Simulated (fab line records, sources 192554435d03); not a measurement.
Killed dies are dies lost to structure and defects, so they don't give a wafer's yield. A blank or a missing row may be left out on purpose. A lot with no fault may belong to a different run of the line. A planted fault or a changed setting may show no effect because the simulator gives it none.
Chamber matching || flow n5Finfet || rieSi-04 running N5_SDB_CUT_ETCH_26: 4 sister chambers
The step etches Si in HBr/Cl2/O2, target depth 129.6 nm, bt time 20 s, time 51.8 s. 18 wafers are shown with their chamber, then 9 later ones without.

## WAFERS PAIRED WITH THEIR CHAMBERS
{"wafer": "L075.1", "chamber": 1, "throttleValvePct (%)": 37.13, "drypumpMotorCurrentA (A)": 6.4, "oesProductAu (a.u.)": 0.996}
{"wafer": "L075.3", "chamber": 0, "throttleValvePct (%)": 37.51, "drypumpMotorCurrentA (A)": 5.8, "oesProductAu (a.u.)": 1.002}
{"wafer": "L075.4", "chamber": 2, "throttleValvePct (%)": 37.00, "drypumpMotorCurrentA (A)": 5.5, "oesProductAu (a.u.)": 1.000}
{"wafer": "L077.1", "chamber": 2, "throttleValvePct (%)": 36.98, "drypumpMotorCurrentA (A)": 5.5, "oesProductAu (a.u.)": 0.996}
{"wafer": "L077.3", "chamber": 0, "throttleValvePct (%)": 37.53, "drypumpMotorCurrentA (A)": 5.8, "oesProductAu (a.u.)": 0.996}
{"wafer": "L077.6", "chamber": 3, "throttleValvePct (%)": 37.48, "drypumpMotorCurrentA (A)": 5.8, "oesProductAu (a.u.)": 0.998}
{"wafer": "L079.1", "chamber": 0, "throttleValvePct (%)": 37.54, "drypumpMotorCurrentA (A)": 5.9, "oesProductAu (a.u.)": 0.998}
{"wafer": "L079.3", "chamber": 2, "throttleValvePct (%)": 36.98, "drypumpMotorCurrentA (A)": 5.4, "oesProductAu (a.u.)": 0.997}
{"wafer": "L079.4", "chamber": 1, "throttleValvePct (%)": 37.14, "drypumpMotorCurrentA (A)": 6.4, "oesProductAu (a.u.)": 0.991}
{"wafer": "L081.1", "chamber": 2, "throttleValvePct (%)": 36.99, "drypumpMotorCurrentA (A)": 5.5, "oesProductAu (a.u.)": 0.996}
{"wafer": "L081.4", "chamber": 3, "throttleValvePct (%)": 37.46, "drypumpMotorCurrentA (A)": 5.8, "oesProductAu (a.u.)": 1.000}
{"wafer": "L081.5", "chamber": 1, "throttleValvePct (%)": 37.14, "drypumpMotorCurrentA (A)": 6.4, "oesProductAu (a.u.)": 1.005}
{"wafer": "L083.1", "chamber": 2, "throttleValvePct (%)": 36.98, "drypumpMotorCurrentA (A)": 5.5, "oesProductAu (a.u.)": 0.999}
{"wafer": "L083.5", "chamber": 1, "throttleValvePct (%)": 37.13, "drypumpMotorCurrentA (A)": 6.4, "oesProductAu (a.u.)": 1.001}
{"wafer": "L083.6", "chamber": 0, "throttleValvePct (%)": 37.51, "drypumpMotorCurrentA (A)": 5.8, "oesProductAu (a.u.)": 0.997}
{"wafer": "L084.2", "chamber": 0, "throttleValvePct (%)": 37.52, "drypumpMotorCurrentA (A)": 5.8, "oesProductAu (a.u.)": 0.995}
{"wafer": "L084.3", "chamber": 3, "throttleValvePct (%)": 37.44, "drypumpMotorCurrentA (A)": 5.8, "oesProductAu (a.u.)": 0.995}
{"wafer": "L084.5", "chamber": 2, "throttleValvePct (%)": 36.97, "drypumpMotorCurrentA (A)": 5.5, "oesProductAu (a.u.)": 1.001}

SIGNATURES (averages over the wafers above)
{"reading": "throttleValvePct", "chamber 0": 37.5220, "chamber 1": 37.1350, "chamber 2": 36.9833, "chamber 3": 37.4600, "scatter within a chamber": 0.0123}
{"reading": "drypumpMotorCurrentA", "chamber 0": 5.820, "chamber 1": 6.400, "chamber 2": 5.483, "chamber 3": 5.800, "scatter within a chamber": 0.0342}
{"reading": "oesProductAu", "chamber 0": 0.99760, "chamber 1": 0.99825, "chamber 2": 0.99817, "chamber 3": 0.99767, "scatter within a chamber": 0.00354}
Rule: distance of a wafer from a chamber = root of the sum over the readings of ((wafer's reading minus chamber's mean) / reading's scatter) squared. The wafer belongs to the nearest chamber; if the next one is less than 2 further off, it can't be placed. The scatter: take each reading less its chamber's mean, square it, sum over the shown wafers, divide by the number of wafers less the number of chambers, and take the root.

## WAFERS MISSING THEIR CHAMBER
{"wafer": "L091.3", "throttleValvePct (%)": 37.00, "drypumpMotorCurrentA (A)": 5.5, "oesProductAu (a.u.)": 0.996}
{"wafer": "L091.4", "throttleValvePct (%)": 37.12, "drypumpMotorCurrentA (A)": 6.4, "oesProductAu (a.u.)": 1.000}
{"wafer": "L091.6", "throttleValvePct (%)": 37.46, "drypumpMotorCurrentA (A)": 5.8, "oesProductAu (a.u.)": 0.996}
{"wafer": "L094.1", "throttleValvePct (%)": 37.52, "drypumpMotorCurrentA (A)": 5.8, "oesProductAu (a.u.)": 1.004}
{"wafer": "L094.5", "throttleValvePct (%)": 37.51, "drypumpMotorCurrentA (A)": 5.8, "oesProductAu (a.u.)": 0.997}
{"wafer": "L094.6", "throttleValvePct (%)": 37.13, "drypumpMotorCurrentA (A)": 6.4, "oesProductAu (a.u.)": 0.995}
{"wafer": "L096.1", "throttleValvePct (%)": 37.51, "drypumpMotorCurrentA (A)": 5.9, "oesProductAu (a.u.)": 0.998}
{"wafer": "L096.5", "throttleValvePct (%)": 36.98, "drypumpMotorCurrentA (A)": 5.5, "oesProductAu (a.u.)": 0.998}
{"wafer": "L096.6", "throttleValvePct (%)": 37.15, "drypumpMotorCurrentA (A)": 6.4, "oesProductAu (a.u.)": 1.001}

## THE CHAMBER EACH PASSED THROUGH
{"wafer": "L091.3", "from the rows above": 2, "in truth": 2}
{"wafer": "L091.4", "from the rows above": 1, "in truth": 1}
{"wafer": "L091.6", "from the rows above": 3, "in truth": 3}
{"wafer": "L094.1", "from the rows above": 0, "in truth": 0}
{"wafer": "L094.5", "from the rows above": 0, "in truth": 0}
{"wafer": "L094.6", "from the rows above": 1, "in truth": 1}
{"wafer": "L096.1", "from the rows above": 0, "in truth": 0}
{"wafer": "L096.5", "from the rows above": 2, "in truth": 2}
{"wafer": "L096.6", "from the rows above": 1, "in truth": 1}
Placed correctly: 9 of 9. From these rows, 0 cannot be placed. Wrongly placed: 0.
